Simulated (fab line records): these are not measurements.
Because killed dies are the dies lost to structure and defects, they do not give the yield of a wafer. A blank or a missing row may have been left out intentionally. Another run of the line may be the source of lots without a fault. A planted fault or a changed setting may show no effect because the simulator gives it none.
The same fault as seen by 2 desks	flow n5 finfet	each desk has only its own numbers; what lay behind them comes last

TOOL OWNER'S DESK, pecvd-01
The tool's own readings at N5_PASSIVATION_PECVD_35 (deposits SiNx from SiH4/NH3/N2, target thk 700 nm, time 151.3 s): means of the sampled wafers that have a number, for each lot that ran on this tool. A lot is out of limits, marked OUT, if its mean lies more than 4 standard deviations from the usual mean; the brackets give that distance.
Columns: A = chamber pressure Torr at N5_PASSIVATION_PECVD_35, usual 4.898 Torr; B = heater power w at N5_PASSIVATION_PECVD_35, usual 404 W; C = run length s at N5_PASSIVATION_PECVD_35, usual 195.5 s; D = showerhead plenum p Torr at N5_PASSIVATION_PECVD_35, usual 8.69 Torr; E = throttle valve pct at N5_PASSIVATION_PECVD_35, usual 29 %
lot	first seen here	A	B	C	D	E
L427	day 12 20:47	4.894	353	195.3	8.69	26
L435	day 14 12:41	4.892	339	195.4	8.68	26
L436	day 14 21:11	4.897	366	195.3	8.69	26
L439	day 15 13:10	4.905	439	195.9	8.75	29
L440	day 15 19:30	4.901	429	195.3	8.68	29
L441	day 17 08:59	4.897	440	142.2 (-99 or more) OUT	8.71	28
L447	day 17 17:08	4.903	428	142.3 (-99 or more) OUT	8.70	28
This desk's finding: out of limits on L441, L447; first on L441, day 17 08:59 (run length s at N5_PASSIVATION_PECVD_35). In limits: L427, L435, L436, L439, L440.

THE METROLOGY DESK
Lot by lot, what the gauges showed, no matter which tool ran the lot: averages of those sampled wafers that carry a number. A lot is out of limits, marked OUT, if its mean lies more than 4 standard deviations from the usual mean; the brackets give that distance.
Columns: A = M15_RS at N5_BEOL_M15_RS_MEAS_54, usual 0.0217 ohm/sq; B = MIM_TOP_OVL at N5_MIM_TOP_LITHO_OVL_MEAS_11, usual -1 nm; C = MIM_BOT_OVL at N5_MIM_BOT_LITHO_OVL_MEAS_11, usual -4 nm
lot	first seen here	A	B	C
L427	day 12 06:28	0.0217	-7	-4
L429	day 12 06:47	0.0216	-0	1
L430	day 12 10:22	0.0220	2	1
L434	day 13 15:28	0.0216	-1	-4
L435	day 14 03:24	0.0215	2	-4
L436	day 14 11:26	0.0215	2	-6
L439	day 15 01:49	0.0220	4	6
L440	day 15 08:44	0.0219	1	-8
L442	day 15 20:07	0.0215	-4	-1
L441	day 16 20:12	0.0217	-2	-7
L447	day 17 07:04	0.0213	2	-5
L450	day 18 16:34	0.0217	8	0
Result from this desk: across the 12 lots, nothing is out of limits.

BROUGHT TOGETHER
At day 17 08:59, on L441, L447, the tool owner's desk was in a position to raise an alarm.
From the metrology desk's view, nothing was out of limits.
The metrology desk has L441, L447 on record, within its limits.
On pecvd-01, each named lot ran N5_PASSIVATION_PECVD_35.

WHAT WAS PUT IN BY THE SIMULATOR
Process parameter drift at N5_PASSIVATION_PECVD_35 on pecvd-01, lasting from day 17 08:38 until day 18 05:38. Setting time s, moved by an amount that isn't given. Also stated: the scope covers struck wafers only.
Shown lots that were struck: L441, L447.
Hours from the fault's start to each desk's first reading out of limits: the tool owner's desk, 0.
